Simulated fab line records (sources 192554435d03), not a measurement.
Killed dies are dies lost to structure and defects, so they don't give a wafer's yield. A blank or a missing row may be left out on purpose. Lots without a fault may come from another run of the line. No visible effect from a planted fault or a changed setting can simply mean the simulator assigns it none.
Split-lot trial | flow n5-finfet | 7 lots, 21 wafers read, on a route of 1938 steps

THE SPLIT
At N5_BEOL_M0_CUTY_EXPOSE_54 (exposes mask M0 ABLK), the setting dose-mj was moved away from the recipe's 36 on 8 of the 21 wafers read, by -5.3% to +2.8%. For the rest of the wafers, this setting stayed at what the recipe calls for.

FROM THE SPLIT TO THE READING: what the file shows between them, 2 steps
- N5_BEOL_M0_CUTY_PEB_55: peb time 60 s
- N5_BEOL_M0_CUTY_DEVELOP_56: develop time 30 s

THE READING
cd-nm, in nm, at N5_BEOL_M0_CUTY_CD_MEAS_57 (target cd 200 nm). Typical for fault-free wafers on this fab line: 199.7 nm, with standard deviation 0.92 nm.

wafer  | tool, chamber at the split | dose-mj as run | against the recipe | cd-nm, nm | against lot-mates on the recipe
L079.1 | arfi-scanner-01, 0         | 36.99          | +2.8%              | 198.6     | -1.1
L079.3 | arfi-scanner-01, 0         | 36             | recipe             | 199.7     | -
L079.6 | arfi-scanner-01, 0         | 36.99          | +2.8%              | 197.8     | -1.9
L080.1 | arfi-scanner-02, 0         | 35.15          | -2.4%              | 200.9     | +1.3
L080.3 | arfi-scanner-02, 0         | 36             | recipe             | 199.2     | -
L080.5 | arfi-scanner-02, 0         | 36             | recipe             | 200.1     | -
L090.2 | arfi-scanner-03, 0         | 36             | recipe             | 198.7     | -
L090.3 | arfi-scanner-03, 0         | 36             | recipe             | 198.2     | -
L090.4 | arfi-scanner-03, 0         | 36             | recipe             | 198.3     | -
L093.1 | arfi-scanner-01, 0         | 36             | recipe             | 199.8     | -
L093.2 | arfi-scanner-01, 0         | 36             | recipe             | 200.0     | -
L093.4 | arfi-scanner-01, 0         | 36             | recipe             | 200.0     | -
L095.3 | arfi-scanner-03, 0         | 36             | recipe             | 197.6     | -
L095.5 | arfi-scanner-03, 0         | 36             | recipe             | 198.1     | -
L095.6 | arfi-scanner-03, 0         | 36.78          | +2.2%              | 196.5     | -1.3
L096.1 | arfi-scanner-02, 0         | 35.02          | -2.7%              | 201.1     | +1.3
L096.3 | arfi-scanner-02, 0         | 35.02          | -2.7%              | 201.0     | +1.2
L096.5 | arfi-scanner-02, 0         | 36             | recipe             | 199.8     | -
L097.3 | arfi-scanner-03, 0         | 36             | recipe             | 199.2     | -
L097.5 | arfi-scanner-03, 0         | 34.08          | -5.3%              | 202.9     | +3.7
L097.6 | arfi-scanner-03, 0         | 34.08          | -5.3%              | 202.8     | +3.6

FIT RESULTS
A straight line over all 21 wafers: cd-nm changes by -0.663 nm for each +1% of dose-mj; r = -0.88; the points scatter about the line by 0.8 nm.
The same after taking each lot's own level away (the mean of its wafers on the recipe; 21 wafers): -0.616 nm for each +1%; r = -0.98; scatter 0.31 nm.
According to that fit, moving dose-mj by its largest amount changes the reading by 3.3 nm.
The span of the lots' own levels, 197.85 to 199.93 nm, comes to 2.3 times the standard deviation stated above.
Hence the lot-to-lot level has little effect on the slope; both slopes agree.
Check: +3.11 nm against its lot-mates is what the line predicts for one of the wafers moved furthest among these (-5.3%) when that wafer is left out of the fit. It came out at +3.7 nm against them.

ADDITIONAL SPLITS CARRIED BY THESE WAFERS
Note: prior to the reading, these wafers also went through further splits. Each is held against what the fit with the lots' levels taken away leaves over:
other split on the same wafers           | wafers away from the commonest value | r with cd-nm (lot level and that fit taken away)
N5_MOL_CONTACT_COAG_VIA_ETCH_117 bias-w  | 10                                   | -0.06
N5_MOL_CONTACT_COAG_CVD_140 target-thk-a | 4                                    | -0.10

THE WHOLE CHAIN: every reading that the file lists as answering this split, in the file's order
step                       | what it does                     | reading                                                                    | change (the file's fit)               | r (the file's)
N5_BEOL_M0_CUTY_CD_MEAS_57 | target cd 200 nm                 | cd-nm                                                                      | -0.604 nm for each +1% of the setting | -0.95
N5_BEOL_M0_CUTY_ETCH_62    | etches SiARC in CF4, time 58.5 s | BEOL_M0_CUTY.cd-offset-nm (the simulator's own value, which no gauge read) | -0.606 nm for each +1% of the setting | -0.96

THE FILE'S OWN FIT
cd-nm changes by -0.604 nm for each +1% of dose-mj, r = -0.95.
